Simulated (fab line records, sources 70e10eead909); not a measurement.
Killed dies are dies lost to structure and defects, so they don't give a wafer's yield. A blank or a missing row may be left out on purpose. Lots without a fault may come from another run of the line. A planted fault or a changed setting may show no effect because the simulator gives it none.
fab line records | flow nand_harc
record lots=7 wafers=21 last_day=23
route steps=1159 shown A_CONTACT@870 END@1159
lots that met no fault: from a run of the same line without faults
start_h: hours from the record's first day to the start of the lot's first wafer shown | wait_h: hours since the lot's step before | " the same as in the row above | L1.1+2: a row that stands for several wafers | - no value, or no start given | * or withheld: withheld | < > ~ a bound
route shown NAME@n: a module of which the file shows steps, and the number in the route of the first | usual: mean/standard deviation of fault-free wafers | same: alike in all rows | chamber/n: place in a boat | sites: the reading at each site | _std_site: their standard deviation | _edge_site: outer sites' mean less inner sites' | radius_mm: how far each site lies from the wafer's centre | mask NAME#n: copy n | behind: the tool/chamber that last shaped the wafer | hold: why the lot was held/for how many hours/how that ended | device: the transistor (n, p or np) that didn't switch | end of line: the same wafers' tests at the end of the route | a step without rows: its recipe alone | killed: dies lost to structure and defects at the first sort, not the wafer's yield | map: a wafer's dies, x killed, . not, _ none there
set.NAME: the setting as run; set.NAME@STEP: as run at that earlier step | model.NAME: the simulator's own value behind a step, which no gauge read
lots at some steps of the route; a table a step, a row a wafer
services: from which hour (start_h, from the record's first day; less than 0 if before it) a tool's chamber was out of use, for how many hours, and why
## steps
# step NHARC_A_CONTACT_ETCH_119
# recipe source_w=withheld pressure_mtorr=20 bias_v=3000 time_s=94 target_depth_a=9220 ar_flow_sccm=withheld c4f8_flow_sccm=withheld o2_flow_sccm=withheld chemistry=C4F8/O2/Ar
# usual oes_air_line_au=0.997/0.02
# columns lot.wafer tool chamber start_h wait_h oes_air_line_au rf_hours_counter_h
L350.1 har_cap_etch-03 1 380.54 0.1 1.017 81
L350.4 " 0 " " 0.996 -
L350.6 " 1 " " 0.967 -
L349.2 har_cap_etch-03 0 383.41 0.1 1.023 82
L349.3 " 1 " " 0.935 -
L349.6 " 0 " " 1.000 -
L353.4 har_cap_etch-01 1 402.40 0.1 1.002 -
L353.6 " 0 " " 0.981 -
L353.5 " 1 " " 0.991 -
L365.1 har_cap_etch-03 1 460.08 0.1 0.999 98
L365.4 " 1 " " 1.002 -
L365.3 " 0 " " 0.996 -
L364.1 har_cap_etch-01 0 460.29 0.1 0.994 73
L364.2 " 1 " " 0.968 73
L364.6 " 1 " " 0.963 -
L366.2 har_cap_etch-02 1 471.52 0.1 1.009 30
L366.3 " 1 " " 1.010 -
L366.4 " 0 " " 1.021 -
L367.1 har_cap_etch-01 1 483.59 0.1 1.023 78
L367.4 " 1 " " 1.025 -
L367.5 " 1 " " 1.021 -
# step NHARC_A_CONTACT_ETCH_120
# recipe source_w=withheld pressure_mtorr=20 bias_v=3000 time_s=94 target_depth_a=9220 ar_flow_sccm=withheld c4f8_flow_sccm=withheld o2_flow_sccm=withheld chemistry=C4F8/O2/Ar
# usual oes_air_line_au=0.997/0.022
# columns lot.wafer tool chamber start_h wait_h oes_air_line_au rf_hours_counter_h
L350.1 har_cap_etch-03 1 380.63 0.1 1.001 81
L350.4 " 0 " " 0.992 -
L350.6 " 1 " " 0.988 -
L349.2 har_cap_etch-03 0 383.50 0.1 0.994 82
L349.3 " 1 " " 0.985 -
L349.6 " 0 " " 0.991 -
L353.4 har_cap_etch-01 1 402.49 0.1 0.992 -
L353.6 " 0 " " 1.020 -
L353.5 " 1 " " 1.002 -
L365.1 har_cap_etch-03 1 460.20 0.1 1.022 98
L365.4 " 1 " " 1.026 -
L365.3 " 0 " " 1.044 -
L364.1 har_cap_etch-01 0 460.38 0.1 0.972 73
L364.2 " 1 " " 1.006 73
L364.6 " 1 " " 1.013 -
L366.2 har_cap_etch-02 1 471.61 0.1 0.996 30
L366.3 " 1 " " 1.001 -
L366.4 " 0 " " 1.014 -
L367.1 har_cap_etch-01 1 483.68 0.1 1.011 78
L367.4 " 1 " " 1.029 -
L367.5 " 1 " " 1.022 -
# step NHARC_A_CONTACT_ETCH_121
# recipe source_w=withheld pressure_mtorr=20 bias_v=3000 time_s=94 target_depth_a=9220 ar_flow_sccm=withheld c4f8_flow_sccm=withheld o2_flow_sccm=withheld chemistry=C4F8/O2/Ar
# step NHARC_A_CONTACT_ETCH_122
# recipe source_w=withheld pressure_mtorr=20 bias_v=3000 time_s=95 target_depth_a=9300 ar_flow_sccm=withheld c4f8_flow_sccm=withheld o2_flow_sccm=withheld chemistry=C4F8/O2/Ar
# step NHARC_A_CONTACT_ETCH_123
# recipe source_w=withheld pressure_mtorr=20 bias_v=400 time_s=253 target_depth_a=10900 ar_flow_sccm=withheld c4f8_flow_sccm=11.5 o2_flow_sccm=7.2 chemistry=C4F8/O2/Ar
# step NHARC_A_CONTACT_ETCH_90
# recipe target_depth_a=400 over_etch_frac=0.5 time_s=85.7 ion_energy_ev=120 ch3f_flow_sccm=50 o2_flow_sccm=30 ar_flow_sccm=200 rf_w=500 bias_w=100 chemistry=CH3F/O2
# step NHARC_A_CONTACT_ETCH_96
# recipe target_depth_a=200 over_etch_frac=0.5 time_s=10 ion_energy_ev=250 c4f6_flow_sccm=25 o2_flow_sccm=20 ar_flow_sccm=500 rf_w=600 bias_w=500 chemistry=C4F6/O2
# usual drypump_motor_current_A=5.6/0.5 oes_product_au=0.968/0.025 rf_vpp_V=545/3.6 showerhead_plenum_p_Torr=3.83/0.17 throttle_valve_pct=26.904/0.0095
# columns lot.wafer tool chamber start_h wait_h drypump_motor_current_A oes_product_au rf_hours_counter_h rf_vpp_V showerhead_plenum_p_Torr throttle_valve_pct
L350.4 rie_diel-01 3 - - 5.9 1.006 9 543 3.70 26.900
L350.1 " 0 " " 4.9 0.995 9 549 4.08 26.898
L350.6 " 2 " " 5.3 0.989 - 544 3.71 26.887
L349.2 rie_diel-01 2 - - 5.4 0.985 10 540 3.71 26.910
L349.3 " 3 " " 5.9 1.003 10 542 3.70 26.902
L349.6 " 3 " " 5.9 1.002 - 542 3.70 26.909
L353.4 rie_diel-13 0 - - 5.3 0.953 46 544 3.71 26.898
L353.5 " 1 " " 6.3 0.963 - 545 3.85 26.886
L353.6 " 2 " " 5.8 0.945 - 546 3.82 26.906
L364.2 rie_diel-01 2 - - 5.3 0.955 27 543 3.70 26.905
L364.1 " 0 " " 4.8 0.963 26 550 4.07 26.879
L364.6 " 1 " " 5.1 0.966 - 543 3.77 26.920
L365.4 rie_diel-04 0 - - 5.8 0.964 62 540 3.66 26.911
L365.1 " 1 " " 6.6 0.983 69 545 3.89 26.915
L365.3 " 2 " " 6.3 0.950 64 553 4.19 26.894
L366.4 rie_diel-01 3 - - 5.9 0.939 31 543 3.68 26.908
L366.3 " 1 " " 5.1 0.945 30 544 3.77 26.887
L366.2 " 2 " " 5.4 0.940 30 543 3.70 26.907
L367.4 rie_diel-04 3 - - 6.2 0.958 1 543 3.72 26.898
L367.1 " 1 " " 6.5 0.958 2 547 3.89 26.901
L367.5 " 0 " " 5.8 0.943 - 552 4.23 26.900
# step NHARC_A_CONTACT_CD_MEAS_53
# usual cd_nm=189.6/0.74
# columns lot.wafer tool chamber start_h wait_h cd_nm
L350.1 cd_sem-02 - 381.75 - 189.3
L350.4 " - " " 189.9
L350.6 " - " " 189.1
L349.2 cd_sem-01 - 384.64 - 190.0
L349.3 " - " " 190.0
L349.6 " - " " 189.7
L353.4 cd_sem-01 - 403.55 - 190.3
L353.5 " - " " 190.3
L353.6 " - " " 189.6
L364.1 cd_sem-01 - 461.48 - 189.7
L364.2 " - " " 189.0
L364.6 " - " " 189.4
L365.1 cd_sem-01 - 461.59 - 190.6
L365.3 " - " " 190.1
L365.4 " - " " 190.7
L366.2 cd_sem-03 - 472.72 - 189.1
L366.3 " - " " 189.3
L366.4 " - " " 189.9
L367.1 cd_sem-01 - 484.77 - 189.3
L367.4 " - " " 188.8
L367.5 " - " " 188.5
# step NHARC_A_CONTACT_STRIP_99
# recipe n2_flow_sccm=150 h2_flow_sccm=150 ar_flow_sccm=0 bias_w=0 chemistry=N2/H2
# step NHARC_A_CONTACT_STRIP_100
# recipe cf4_flow_sccm=100 chf3_flow_sccm=30 ar_flow_sccm=0 bias_w=0 chemistry=CF4/CHF3
# step NHARC_A_CONTACT_STRIP_101
# recipe o2_flow_sccm=400 cos_flow_sccm=20 ar_flow_sccm=0 bias_w=0 chemistry=O2/COS
# step NHARC_A_CONTACT_ETCH_102
# recipe target_depth_a=700 overetch_a=70 time_s=38.5 ion_energy_ev=100 cf4_flow_sccm=80 o2_flow_sccm=20 ar_flow_sccm=0 rf_w=300 bias_w=100 chemistry=CF4/O2
# step NHARC_A_CONTACT_STRIP_55
# recipe o2_flow_sccm=500 ar_flow_sccm=0 bias_w=0 chemistry=O2
# usual drypump_motor_current_A=5.6/0.55 oes_product_au=1.001/0.0087 rf_vpp_V=57.6/0.91 showerhead_plenum_p_Torr=3.46/0.17 throttle_valve_pct=17.038/0.0098
# columns lot.wafer tool chamber start_h wait_h drypump_motor_current_A oes_product_au rf_hours_counter_h rf_vpp_V showerhead_plenum_p_Torr throttle_valve_pct
L350.1 rie_diel-01 0 382.15 - 4.9 0.995 9 57.8 3.68 17.047
L350.4 " 2 " " 5.4 0.993 9 57.2 3.33 17.047
L350.6 " 0 " " 4.9 0.997 - 58.0 3.68 17.040
L349.2 rie_diel-04 2 385.06 - 6.4 0.998 32 58.9 3.79 17.036
L349.3 " 0 " " 5.8 0.996 35 56.7 3.30 17.047
L349.6 " 1 " " 6.5 1.013 - 57.2 3.52 17.029
L353.4 rie_diel-01 0 403.96 - 4.9 1.002 11 57.8 3.67 17.019
L353.5 " 2 " " 5.3 1.001 - 56.8 3.33 17.058
L353.6 " 3 " " 5.9 1.013 - 57.0 3.32 17.029
L364.1 rie_diel-01 2 462.38 - 5.3 1.005 28 56.8 3.32 17.034
L364.2 " 0 " " 4.8 1.006 27 59.4 3.67 17.023
L364.6 " 2 " " 5.4 1.000 - 57.0 3.32 17.044
L365.4 rie_diel-01 1 462.54 - 5.1 0.995 27 58.6 3.39 17.050
L365.3 " 2 " " 5.3 0.996 28 57.3 3.32 17.040
L365.1 " 3 " " 5.9 1.000 29 56.6 3.31 17.024
L366.2 rie_diel-01 2 473.08 - 5.4 1.008 30 58.0 3.32 17.030
L366.4 " 3 " " 5.9 1.005 31 57.6 3.31 17.048
L366.3 " 1 " " 5.1 1.002 30 58.4 3.39 17.035
L367.1 rie_diel-04 2 485.18 - 6.3 1.000 2 59.3 3.77 17.027
L367.4 " 3 " " 6.2 1.001 1 55.6 3.34 17.046
L367.5 " 2 " " 6.3 0.999 - 58.7 3.77 17.047
# step NHARC_A_CONTACT_STRIP_56
# recipe time_s=600 temp_c=30 chemistry=post_etch_residue_remover
# step NHARC_A_CONTACT_DEP_57
# recipe target_thk_a=28000 temp_c=400 material=aC
# step NHARC_A_CONTACT_DEP_58
# recipe target_thk_a=600 target_thk_nm=60 temp_c=400 pressure_torr=3.5 flow_sccm=200 rf_w=350 material=SiON
# step NHARC_A_CONTACT_DEHYDRATE_59
# recipe temp_c=150 time_s=120
# step NHARC_A_CONTACT_HMDS_60
# recipe time_s=30
# step NHARC_A_CONTACT_COAT_61
# recipe temp_c=260 time_s=75
# step NHARC_A_CONTACT_COAT_62
# recipe temp_c=225 time_s=65
# step NHARC_A_CONTACT_COAT_63
# recipe spin_rpm=1500 resist_thk_nm=90
# step NHARC_A_CONTACT_SOFTBAKE_64
# recipe temp_c=105 time_s=55
# step NHARC_A_CONTACT_EBR_65
# step NHARC_A_CONTACT_EXPOSE_66
# recipe na=1.35 sigma_outer=0.8 dose_mj=59.02 mask_id=A_CC_2
# step NHARC_A_CONTACT_PEB_67
# recipe peb_temp_c=100 peb_time_s=65
# step NHARC_A_CONTACT_DEVELOP_68
# recipe develop_time_s=35 dev_temp_c=23
# step NHARC_A_CONTACT_CD_MEAS_69
# recipe target_cd_nm=200 landing_energy_ev=500
# usual cd_nm=199.9/0.62
# columns lot.wafer tool chamber start_h wait_h cd_nm
L350.1 cd_sem-03 0 385.51 - 199.0
L350.4 " 0 " " 199.2
L350.6 " 0 " " 199.4
L349.2 cd_sem-02 0 388.32 - 199.7
L349.3 " 0 " " 200.2
L349.6 " 0 " " 200.3
L353.4 cd_sem-01 0 406.85 - 199.5
L353.5 " 0 " " 199.3
L353.6 " 0 " " 200.0
L364.1 cd_sem-01 0 466.58 - 200.0
L364.2 " 0 " " 200.6
L364.6 " 0 " " 200.6
L365.1 cd_sem-02 0 466.74 - 199.8
L365.3 " 0 " " 199.3
L365.4 " 0 " " 199.9
L366.2 cd_sem-02 0 476.42 - 199.6
L366.3 " 0 " " 200.0
L366.4 " 0 " " 199.5
L367.1 cd_sem-01 0 488.04 - 199.5
L367.4 " 0 " " 200.3
L367.5 " 0 " " 200.0
# step NHARC_A_CONTACT_OVL_MEAS_70
# usual overlay_x_nm=0.0/0.84 overlay_y_nm=-0.3/0.87
# columns lot.wafer tool chamber start_h wait_h overlay_x_nm overlay_y_nm
L350.1 overlay-02 - 385.61 - 0.3 -1.3
L350.4 " - " " 0.2 -0.7
L350.6 " - " " -0.5 -0.1
L349.2 overlay-02 - 388.41 - -1.3 -0.1
L349.3 " - " " -1.0 -0.7
L349.6 " - " " -1.5 -0.3
L353.4 overlay-02 - 406.94 - 0.2 0.4
L353.5 " - " " 0.3 0.3
L353.6 " - " " 0.2 0.3
L364.1 overlay-02 - 466.67 - -0.9 0.6
L364.2 " - " " -0.3 0.3
L364.6 " - " " -1.1 0.4
L365.1 overlay-01 - 466.84 - 1.5 0.4
L365.3 " - " " 1.3 0.8
L365.4 " - " " 1.0 0.2
L366.2 overlay-01 - 476.51 - 0.9 -0.1
L366.3 " - " " 0.7 -0.2
L366.4 " - " " -0.1 0.0
L367.1 overlay-02 - 488.12 - -0.3 -2.3
L367.4 " - " " 0.2 -2.7
L367.5 " - " " -0.2 -2.7
# step NHARC_A_CONTACT_DESCUM_74
# recipe time_s=3 o2_flow_sccm=200 ar_flow_sccm=0 bias_power_w=0 chemistry=O2
# step NHARC_A_CONTACT_ETCH_75
# recipe target_depth_a=390 over_etch_frac=0.3 time_s=65 ion_energy_ev=80 cf4_flow_sccm=150 ar_flow_sccm=0 rf_w=300 bias_w=100 chemistry=CF4
# step NHARC_A_CONTACT_ETCH_76
# recipe target_depth_a=2600 over_etch_frac=0.3 time_s=475.3 ion_energy_ev=200 n2_flow_sccm=150 h2_flow_sccm=150 ar_flow_sccm=0 rf_w=400 bias_w=150 chemistry=N2/H2
# step NHARC_A_CONTACT_ETCH_77
# recipe target_depth_a=726 time_s=36.3 cf4_flow_sccm=100 chf3_flow_sccm=30 ar_flow_sccm=0 rf_w=500 bias_w=200 chemistry=CF4/CHF3
# step NHARC_A_CONTACT_ETCH_78
# recipe target_depth_a=28000 over_etch_frac=0.3 time_s=728 ion_energy_ev=150 o2_flow_sccm=400 cos_flow_sccm=20 ar_flow_sccm=0 rf_w=500 bias_w=300 chemistry=O2/COS
# step NHARC_A_CONTACT_ETCH_124
# recipe source_w=withheld pressure_mtorr=20 bias_v=withheld time_s=140 target_depth_a=7000 ar_flow_sccm=withheld c4f8_flow_sccm=withheld o2_flow_sccm=withheld chemistry=C4F8/O2/Ar
# step NHARC_A_CONTACT_ETCH_125
# recipe source_w=withheld pressure_mtorr=20 bias_v=1200 time_s=155 target_depth_a=9560 ar_flow_sccm=withheld c4f8_flow_sccm=withheld o2_flow_sccm=withheld chemistry=C4F8/O2/Ar
# step NHARC_A_CONTACT_ETCH_126
# recipe source_w=withheld pressure_mtorr=20 bias_v=1200 time_s=155 target_depth_a=9560 ar_flow_sccm=withheld c4f8_flow_sccm=withheld o2_flow_sccm=withheld chemistry=C4F8/O2/Ar
# step NHARC_A_CONTACT_ETCH_127
# recipe source_w=withheld pressure_mtorr=20 bias_v=1200 time_s=155 target_depth_a=9560 ar_flow_sccm=withheld c4f8_flow_sccm=withheld o2_flow_sccm=withheld chemistry=C4F8/O2/Ar
# usual oes_air_line_au=1.000/0.019
# columns lot.wafer tool chamber start_h wait_h oes_air_line_au rf_hours_counter_h
L350.1 har_cap_etch-03 0 387.57 0.1 0.990 83
L350.4 " 0 " " 0.956 -
L350.6 " 1 " " 0.996 -
L349.2 har_cap_etch-02 1 390.29 0.1 1.018 12
L349.3 " 0 " " 0.996 -
L349.6 " 0 " " 1.008 -
L353.4 har_cap_etch-01 0 408.81 0.1 0.955 -
L353.5 " 1 " " 0.982 -
L353.6 " 0 " " 0.985 -
L364.2 har_cap_etch-02 1 468.40 0.1 0.975 28
L364.1 " 0 " " 1.019 28
L364.6 " 1 " " 1.003 -
L365.1 har_cap_etch-01 0 468.63 0.1 1.015 75
L365.4 " 1 " " 1.019 -
L365.3 " 0 " " 1.015 -
L366.2 har_cap_etch-02 1 478.21 0.1 0.977 31
L366.3 " 1 " " 0.974 -
L366.4 " 0 " " 0.978 -
L367.1 har_cap_etch-03 0 489.87 0.1 1.015 102
L367.4 " 0 " " 1.000 -
L367.5 " 0 " " 1.004 -
# step NHARC_A_CONTACT_ETCH_128
# recipe source_w=withheld pressure_mtorr=20 bias_v=1200 time_s=155 target_depth_a=9560 ar_flow_sccm=withheld c4f8_flow_sccm=withheld o2_flow_sccm=withheld chemistry=C4F8/O2/Ar
# step NHARC_A_CONTACT_ETCH_129
# recipe source_w=withheld pressure_mtorr=20 bias_v=1200 time_s=155 target_depth_a=9560 ar_flow_sccm=withheld c4f8_flow_sccm=withheld o2_flow_sccm=withheld chemistry=C4F8/O2/Ar
# step NHARC_A_CONTACT_ETCH_130
# recipe source_w=withheld pressure_mtorr=20 bias_v=1200 time_s=155 target_depth_a=9560 ar_flow_sccm=withheld c4f8_flow_sccm=withheld o2_flow_sccm=withheld chemistry=C4F8/O2/Ar
# step NHARC_A_CONTACT_ETCH_131
# recipe source_w=withheld pressure_mtorr=20 bias_v=1200 time_s=155 target_depth_a=9560 ar_flow_sccm=withheld c4f8_flow_sccm=withheld o2_flow_sccm=withheld chemistry=C4F8/O2/Ar
# usual oes_air_line_au=1.000/0.02
# columns lot.wafer tool chamber start_h wait_h oes_air_line_au rf_hours_counter_h
L350.1 har_cap_etch-03 0 388.13 0.1 1.016 83
L350.4 " 0 " " 0.997 -
L350.6 " 1 " " 0.995 -
L349.2 har_cap_etch-02 1 390.85 0.1 1.032 12
L349.3 " 0 " " 1.003 -
L349.6 " 0 " " 0.986 -
L353.4 har_cap_etch-01 0 409.38 0.1 1.002 -
L353.5 " 1 " " 0.990 -
L353.6 " 0 " " 1.018 -
L364.2 har_cap_etch-02 1 468.97 0.1 1.029 29
L364.1 " 0 " " 0.991 29
L364.6 " 1 " " 1.035 -
L365.1 har_cap_etch-01 0 469.20 0.1 0.981 76
L365.4 " 1 " " 1.007 -
L365.3 " 0 " " 0.986 -
L366.2 har_cap_etch-02 1 478.78 0.1 0.985 32
L366.3 " 1 " " 0.992 -
L366.4 " 0 " " 1.009 -
L367.1 har_cap_etch-03 0 490.44 0.1 0.999 102
L367.4 " 0 " " 0.988 -
L367.5 " 0 " " 0.995 -
# step NHARC_END_SORT_01
# recipe temp_c=25
# usual killed_at_array=25/9.2 killed_at_other=0.8/1.2 killed_at_periphery=3.9/2.6 killed_dies=30/9.7 killed_open=3.4/1.9 killed_short=2.0/1.4
# same gross_dies=677
# columns lot.wafer tool chamber start_h wait_h killed_at_array killed_at_other killed_at_periphery killed_dies killed_open killed_short
L349.2 prober-02 0 452.20 2.8 17 0 4 21 2 0
L349.3 prober-02 0 453.00 3.1 27 0 6 33 6 1
L349.6 prober-02 0 455.41 4.0 23 0 6 29 8 1
L350.1 prober-02 0 459.21 2.5 23 0 4 27 3 1
L350.4 prober-02 0 461.59 3.4 20 0 5 25 3 1
L350.6 prober-02 0 463.17 4.0 23 2 1 26 6 0
L353.4 prober-01 0 469.40 3.4 21 0 1 22 1 0
L353.5 prober-01 0 470.20 3.7 20 0 5 25 4 3
L353.6 prober-01 0 470.99 4.0 17 0 5 22 2 2
L364.1 prober-01 0 536.08 2.5 98 2 8 108 1 2
L364.6 prober-01 0 540.13 4.1 110 4 8 122 4 3
L365.1 prober-02 0 543.93 2.5 15 3 1 19 2 2
L365.3 prober-02 0 545.52 3.1 92 3 1 96 3 1
L365.4 prober-02 0 546.32 3.4 15 1 1 17 2 1
L366.2 prober-01 0 544.74 2.8 99 2 5 106 5 3
L366.3 prober-01 0 545.54 3.1 30 3 2 35 1 5
L367.1 prober-01 0 551.75 2.5 22 0 1 23 6 3
L367.4 prober-01 0 554.16 3.4 16 0 2 18 3 2
L367.5 prober-01 0 554.97 3.7 12 0 1 13 3 2
# killed by level:class
L349.2 A_SLIT:chamber_film_flake=6 A_CHANNEL_HOLE_D1:chamber_film_flake=4 P_GATE:chamber_film_flake=3 A_CONTACT:chamber_film_flake=3 A_BLC:geometric_particle:open=1 A_M1:geometric_particle:open=1 P_ZERO_WELL:chamber_film_flake=1 A_STAIRCASE:chamber_film_flake=1
L349.3 A_SLIT:chamber_film_flake=7 A_CHANNEL_HOLE_D1:chamber_film_flake=6 A_STAIRCASE:chamber_film_flake=5 A_CONTACT:chamber_film_flake=4 A_CONTACT:geometric_particle:open=3 P_GATE:chamber_film_flake=3 P_GATE:geometric_particle:open=1 P_CONTACT:geometric_particle:short=1
L349.6 A_SLIT:chamber_film_flake=9 A_STAIRCASE:chamber_film_flake=5 A_M0:geometric_particle:open=3 P_M0:geometric_particle:open=2 P_GATE:chamber_film_flake=2 A_CONTACT:chamber_film_flake=2 P_M2:geometric_particle:open=1 A_CHANNEL_FILL_D1:geometric_particle:open=1
L350.1 A_CHANNEL_HOLE_D1:chamber_film_flake=8 A_CONTACT:chamber_film_flake=6 A_STAIRCASE:chamber_film_flake=3 A_SLIT:chamber_film_flake=2 P_CONTACT:geometric_particle:open=1 A_CHANNEL_FILL_D1:geometric_particle:open=1 A_CHANNEL_FILL_D1:geometric_particle:short=1 A_CONTACT:geometric_particle:open=1
L350.4 A_CHANNEL_HOLE_D1:chamber_film_flake=11 A_STAIRCASE:chamber_film_flake=3 P_GATE:chamber_film_flake=2 A_CONTACT:chamber_film_flake=2 P_CONTACT:geometric_particle:open=1 A_CHANNEL_FILL_D1:geometric_particle:short=1 A_CHANNEL_FILL_D1:geometric_particle:open=1 A_BLC:geometric_particle:open=1
L350.6 A_CHANNEL_HOLE_D1:chamber_film_flake=10 A_CONTACT:chamber_film_flake=4 A_STAIRCASE:chamber_film_flake=3 A_SLIT:chamber_film_flake=2 P_M0:geometric_particle:open=1 A_CHANNEL_FILL_D1:geometric_particle:open=1 A_SGD_CUT:geometric_particle:open=1 A_WL_FILL:geometric_particle:open=1
L353.4 A_SLIT:chamber_film_flake=7 A_STAIRCASE:chamber_film_flake=7 A_CONTACT:chamber_film_flake=4 P_M1:geometric_particle:open=1 A_CHANNEL_HOLE_D1:chamber_film_flake=1 A_SGD_CUT:chamber_film_flake=1 A_M1:chamber_film_flake=1
L353.5 A_SLIT:chamber_film_flake=8 P_STI:chamber_film_flake=3 A_CHANNEL_HOLE_D1:chamber_film_flake=3 P_M0:geometric_particle:open=2 A_CONTACT:geometric_particle:open=2 A_CONTACT:chamber_film_flake=2 A_ONON_D1:geometric_particle:short=1 A_CHANNEL_HOLE_D1:geometric_particle:short=1
L353.6 A_SLIT:chamber_film_flake=8 A_STAIRCASE:chamber_film_flake=4 A_CHANNEL_HOLE_D1:chamber_film_flake=3 P_STI:geometric_particle:short=1 P_CONTACT:geometric_particle:open=1 P_M0:geometric_particle:open=1 A_ONON_D1:geometric_particle:short=1 P_STI:chamber_film_flake=1
L364.1 A_CONTACT:unspecified=75 A_SLIT:chamber_film_flake=12 A_CONTACT:chamber_film_flake=5 A_CHANNEL_HOLE_D1:chamber_film_flake=4 P_GATE:chamber_film_flake=2 P_M1:chamber_film_flake=2 THIN_TSV:chamber_film_flake=2 P_GATE:geometric_particle:open=1
L364.6 A_CONTACT:unspecified=76 A_SLIT:chamber_film_flake=13 A_CONTACT:chamber_film_flake=7 A_ZERO_WELL:chamber_film_flake=5 A_CHANNEL_HOLE_D1:chamber_film_flake=4 THIN_TSV:chamber_film_flake=3 P_CONTACT:geometric_particle:open=2 P_GATE:chamber_film_flake=2
L365.1 A_CHANNEL_HOLE_D1:chamber_film_flake=7 A_CONTACT:chamber_film_flake=5 THIN_TSV:chamber_film_flake=3 A_CONTACT:geometric_particle:open=2 P_CONTACT:geometric_particle:short=1 A_CONTACT:geometric_particle:short=1
L366.2 A_CONTACT:unspecified=75 A_CHANNEL_HOLE_D1:chamber_film_flake=15 A_STAIRCASE:chamber_film_flake=5 THIN_TSV:chamber_film_flake=2 P_STI:geometric_particle:open=1 P_GATE:geometric_particle:open=1 P_CONTACT:geometric_particle:open=1 P_M0:geometric_particle:open=1
L365.3 A_CONTACT:unspecified=78 A_CHANNEL_HOLE_D1:chamber_film_flake=8 A_CONTACT:chamber_film_flake=4 THIN_TSV:chamber_film_flake=2 P_M0:geometric_particle:open=1 A_CONTACT:geometric_particle:open=1 A_BLC:geometric_particle:open=1 STARTING-WAFER:geometric_particle:short=1
L366.3 A_CHANNEL_HOLE_D1:chamber_film_flake=16 A_STAIRCASE:chamber_film_flake=9 A_CHANNEL_FILL_D1:geometric_particle:short=3 THIN_TSV:chamber_film_flake=3 P_STI:geometric_particle:short=1 P_CONTACT:geometric_particle:open=1 A_ONON_D1:geometric_particle:short=1 A_CHANNEL_FILL_D1:chamber_film_flake=1
L365.4 A_CHANNEL_HOLE_D1:chamber_film_flake=6 A_CONTACT:chamber_film_flake=6 P_CONTACT:geometric_particle:open=1 A_WL_FILL:geometric_particle:short=1 A_WL_FILL:geometric_particle:open=1 A_WL_FILL:chamber_film_flake=1 THIN_TSV:chamber_film_flake=1
L367.1 A_CHANNEL_HOLE_D1:chamber_film_flake=7 A_WL_FILL:chamber_film_flake=4 A_CONTACT:geometric_particle:open=3 A_WL_FILL:geometric_particle:open=2 A_WL_FILL:geometric_particle:short=2 A_ZERO_WELL:chamber_film_flake=2 P_M0:geometric_particle:open=1 A_CHANNEL_HOLE_D1:geometric_particle:short=1
L367.4 A_CHANNEL_HOLE_D1:chamber_film_flake=5 A_CONTACT:chamber_film_flake=5 P_GATE:geometric_particle:open=1 P_M1:geometric_particle:open=1 A_CHANNEL_FILL_D1:geometric_particle:short=1 A_SGD_CUT:geometric_particle:short=1 A_BLC:geometric_particle:open=1 A_STAIRCASE:chamber_film_flake=1
L367.5 A_CHANNEL_HOLE_D1:chamber_film_flake=6 A_WL_FILL:geometric_particle:short=2 P_CONTACT:geometric_particle:open=1 A_CHANNEL_FILL_D1:geometric_particle:open=1 A_WL_FILL:geometric_particle:open=1 A_WL_FILL:chamber_film_flake=1 A_CONTACT:chamber_film_flake=1
# map L364.6 (x killed, . not)
____________x____________
_________.....xx_________
_______.x..xx....._______
______.....x....x..______
_____..............._____
____...x.x...........____
____..x...xx..xx.....____
___.........xxx......x___
___.........xxxx......___
__.........xxxxx.......__
__.........xxxxxx......__
_........xxxxxxxxx......_
_........xxxxxxxxx......_
_........xxxxxxxx......._
_.........xxxxxxxxx....._
_........x..xxxxx......._
..........xxxxxxx.x......
............xxxx.........
..............x..........
.........................
..................x......
_......................._
_......................._
_....................x.._
_.........xx.....x......_
_............x.........._
__............x........__
__.....x..............x__
___...................___
___..........x........___
____..x....xx...x....____
____..........xx..x.x____
_____x..x...x....x.._____
______....xxx.....x______
_______..x.xxx...._______
_________xxx...x_________
____________.____________
# map L365.3 (x killed, . not)
____________.____________
_________...x.x._________
_______..........._______
______....x........______
_____..............._____
____........x........____
____.........x.......____
___.......x..xx.......___
___........xxxxx......___
__........xxxxxx..x....__
__.......x.xxxxxxx.....__
_.......x.xxxxxxxxx....._
_.....x..xxxxxxxxx......_
_.........xxxxxxx......._
_........xxxxxxx........_
_........xxxxxxxx......._
.x........xxxxxx.........
...........x.xx..x.......
.............x...........
............x............
.........................
_......................x_
_...x..x................_
_......................._
_......................._
_....................x.._
__.....................__
__.....................__
___...................___
___...............x...___
____.................____
____........x........____
_____.....x..x......_____
______.............______
_______.....xx...._______
_________.xx.x.._________
____________.____________
## services
# columns tool chamber start_h hours kind
rie_diel-04 3 365.31 26.3 repair
rie_diel-01 0 372.87 - clean
rie_diel-01 1 372.87 - clean
rie_diel-01 2 372.87 - clean
rie_diel-01 3 372.87 - clean
rie_diel-01 0 391.93 6.4 repair
rie_diel-01 1 397.39 - clean
rie_diel-01 2 397.39 - clean
rie_diel-01 3 397.39 - clean
rie_diel-04 0 406.09 10.4 repair
rie_diel-13 2 415.09 6.4 repair
rie_diel-01 0 421.96 - clean
rie_diel-01 1 421.96 - clean
rie_diel-01 2 421.96 - clean
rie_diel-01 3 421.96 - clean
rie_diel-01 0 422.42 2.4 repair
rie_diel-01 0 446.56 - clean
rie_diel-01 1 446.56 - clean
rie_diel-01 2 446.56 - clean
rie_diel-01 3 446.56 - clean
rie_diel-13 - 453.00 9.0 pm
rie_diel-04 - 467.04 9.0 pm
rie_diel-01 0 471.06 - clean
har_cap_etch-01 - 479.00 0.8 repair
## key
first_sign step=NHARC_END_SORT_01 reading=killed_at_array direction=up sigmas=8.1 usual=25 struck=100
effect step=NHARC_END_SORT_01 reading=killed_dies direction=up sigmas=8 usual=30 struck=108
more_kills_born_at NHARC_A_CONTACT_STRIP_55@rie_diel-01=304
met_at NHARC_A_CONTACT_STRIP_55
struck_wafers L364.1,L364.6,L365.3,L366.2
tester_left_out L364,L365,L366
onset_between 403.96 462.38
fault kind=chamber_particle_source tool=rie_diel-01 chamber=2 onset_h=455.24 steps=NHARC_A_CONTACT_STRIP_55 rate_per_visit_cm2=0.51973 end_h=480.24
# tester_left_out: of these lots the tester's yield and bins aren't shown, on N5 and GAA mostly nor the transistor test; their killed dies are dies lost to structure and defects alone, not to doping, threshold or leakage, so they don't give the yield
